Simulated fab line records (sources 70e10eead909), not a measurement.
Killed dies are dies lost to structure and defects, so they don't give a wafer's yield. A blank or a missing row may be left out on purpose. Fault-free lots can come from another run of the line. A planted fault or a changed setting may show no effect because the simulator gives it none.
Chamber matching    flow nand-harc    ald-hk-03 running NHARC_A_CHANNEL_FILL_D1_ALD_14: 4 sister chambers
The step deposits SiO2, target thk 2.5 nm, pulse time 10 s, ald cycles 25. 4 wafers are shown with their chamber, then 8 later ones without.

EACH WAFER AND ITS CHAMBER
wafer   chamber  heater-power-w (W)
L078.6  3        423
L087.3  2        461
L094.1  0        443
L095.2  1        398

WAFERS WITHOUT THEIR CHAMBER
wafer   heater-power-w (W)
L095.4  450
L095.5  457
L097.1  392
L097.2  447
L097.3  455
L096.1  451
L096.4  443
L096.5  383

WHICH CHAMBER EACH ONE RAN IN
wafer    from the rows above       in truth
L095.4   can't be placed: 0 or 2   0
L095.5   can't be placed: 2 or 0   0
L097.1   1                         1
L097.2   can't be placed: 0 or 2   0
L097.3   can't be placed: 2 or 0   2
L096.1   can't be placed: 0 or 2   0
L096.4   0                         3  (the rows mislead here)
L096.5   1                         1
Correctly placed: 2 of 8. From these rows, 5 cannot be placed; in 5 the true chamber is one of the candidates. Placed wrongly: 1.
How it was worked out, from the rows above alone: a wafer's distance from a chamber is the root of the sum, over the readings, of the square of ((its reading less the chamber's mean) divided by the reading's scatter). If the next closest chamber is less than 2 further off than the closest, the wafer can't be placed; otherwise it belongs to the closest. Each chamber's mean is taken over the wafers shown for it. The scatter: with one shown wafer a chamber, the root of the mean of the squares of how far each hidden wafer lies from its nearest shown one.
